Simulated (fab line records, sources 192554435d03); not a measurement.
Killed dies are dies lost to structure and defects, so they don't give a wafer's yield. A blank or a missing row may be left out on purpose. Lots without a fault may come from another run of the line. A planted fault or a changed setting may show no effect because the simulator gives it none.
Chamber matching | flow n5_finfet | N5_GATE_CUT_STRIP_41 on rie_diel-03: 4 sister chambers
The step strips in CF4. 22 wafers are shown with their chamber, then 11 later ones without.

WAFERS WITH THEIR CHAMBER
wafer  | chamber | showerhead_plenum_p_Torr (Torr) | throttle_valve_pct (%) | drypump_motor_current_A (A)
L078.1 | 0       | 1.89                            | 13.99                  | 5.4
L078.3 | 2       | 1.79                            | 14.24                  | 5.9
L078.6 | 0       | 1.88                            | 14.01                  | 5.4
L081.1 | 2       | 1.79                            | 14.26                  | 5.8
L081.5 | 2       | 1.79                            | 14.27                  | 5.9
L081.6 | 3       | 1.74                            | 13.75                  | 5.2
L083.2 | 0       | 1.88                            | 14.04                  | 5.4
L083.3 | 2       | 1.79                            | 14.25                  | 5.9
L083.4 | 1       | 1.78                            | 14.08                  | 5.1
L085.1 | 0       | 1.88                            | 14.02                  | 5.3
L085.3 | 2       | 1.78                            | 14.27                  | 5.9
L085.4 | 3       | 1.74                            | 13.77                  | 5.1
L086.1 | 3       | 1.74                            | 13.76                  | 5.2
L086.3 | 1       | 1.78                            | 14.11                  | 5.1
L086.5 | 1       | 1.78                            | 14.09                  | 5.1
L087.3 | 0       | 1.88                            | 14.04                  | 5.4
L087.4 | 3       | 1.74                            | 13.77                  | 5.2
L087.5 | 2       | 1.78                            | 14.28                  | 5.9
L091.1 | 3       | 1.73                            | 13.77                  | 5.2
L091.3 | 0       | 1.88                            | 14.05                  | 5.4
L091.6 | 1       | 1.78                            | 14.11                  | 5.1
L092.1 | 3       | 1.73                            | 13.79                  | 5.2

SIGNATURES (means of the wafers above)
reading                  | chamber 0 | chamber 1 | chamber 2 | chamber 3 | scatter within a chamber
showerhead_plenum_p_Torr | 1.8817    | 1.7800    | 1.7867    | 1.7367    | 0.00441
throttle_valve_pct       | 14.0250   | 14.0975   | 14.2617   | 13.7683   | 0.017
drypump_motor_current_A  | 5.383     | 5.100     | 5.883     | 5.183     | 0.0373
Rule: a wafer's distance from a chamber is the root of the sum, over the readings, of the square of ((its reading less the chamber's mean) divided by the reading's scatter). The wafer belongs to the nearest chamber; if the next one is less than 2 further off, it can't be placed. The scatter: the root of (the sum of the squares of (reading less its chamber's mean) over the shown wafers, divided by (wafers less chambers)).

WAFERS WITHOUT THEIR CHAMBER
wafer  | showerhead_plenum_p_Torr (Torr) | throttle_valve_pct (%) | drypump_motor_current_A (A)
L092.4 | 1.78                            | 13.69                  | 5.9
L092.6 | 1.73                            | 13.79                  | 5.2
L095.1 | 1.73                            | 13.80                  | 5.2
L095.2 | 1.78                            | 13.68                  | 5.9
L095.5 | 1.73                            | 13.80                  | 5.2
L096.1 | 1.78                            | 13.71                  | 5.9
L096.2 | 1.78                            | 14.14                  | 5.1
L096.6 | 1.73                            | 13.80                  | 5.2
L097.1 | 1.78                            | 13.69                  | 5.8
L097.3 | 1.87                            | 14.08                  | 5.4
L097.5 | 1.78                            | 13.72                  | 5.9

WHICH CHAMBER EACH WENT THROUGH
wafer  | from the rows above | in truth
L092.4 | 3                   | 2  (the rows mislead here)
L092.6 | 3                   | 3
L095.1 | 3                   | 3
L095.2 | 3                   | 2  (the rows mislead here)
L095.5 | 3                   | 3
L096.1 | 3                   | 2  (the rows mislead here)
L096.2 | 1                   | 1
L096.6 | 3                   | 3
L097.1 | 3                   | 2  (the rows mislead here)
L097.3 | 0                   | 0
L097.5 | 3                   | 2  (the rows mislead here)
Placed correctly: 6 of 11. Can't be placed from these rows: 0. Placed wrongly: 5.
